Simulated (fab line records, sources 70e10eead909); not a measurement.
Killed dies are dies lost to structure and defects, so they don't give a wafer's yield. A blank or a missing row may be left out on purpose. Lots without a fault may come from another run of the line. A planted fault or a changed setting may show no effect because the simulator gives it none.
Chamber matching | flow nand_harc | NHARC_A_WL_FILL_ALD_10 on ald_hk-02: 4 sister chambers
The step deposits SiO2, target thk 50 nm, pulse time 10 s, ald cycles 500. 4 wafers are shown with their chamber, then 8 later ones without.

WAFERS WITH THEIR CHAMBER
wafer  | chamber | heater_power_w (W)
L076.1 | 1       | 433
L083.2 | 0       | 556
L083.6 | 2       | 506
L087.1 | 3       | 463

WAFERS WITHOUT THEIR CHAMBER
wafer  | heater_power_w (W)
L087.4 | 487
L087.6 | 457
L091.1 | 455
L091.4 | 552
L091.6 | 500
L097.2 | 464
L097.5 | 493
L097.6 | 460

WHICH CHAMBER EACH WENT THROUGH
wafer  | from the rows above     | in truth
L087.4 | can't be placed: 2 or 3 | 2
L087.6 | can't be placed: 3 or 1 | 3
L091.1 | can't be placed: 3 or 1 | 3
L091.4 | 0                       | 0
L091.6 | 2                       | 2
L097.2 | 3                       | 3
L097.5 | can't be placed: 2 or 3 | 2
L097.6 | 3                       | 3
Placed correctly: 4 of 8. Can't be placed from these rows: 4 (the true chamber is among the candidates in 4). Placed wrongly: 0.
How it was worked out, from the rows above alone: a wafer's distance from a chamber is the root of the sum, over the readings, of the square of ((its reading less the chamber's mean) divided by the reading's scatter). The wafer belongs to the nearest chamber; if the next one is less than 2 further off, it can't be placed. A chamber's mean is the mean of its shown wafers. The scatter: with one shown wafer a chamber, the root of the mean of the squares of how far each hidden wafer lies from its nearest shown one.
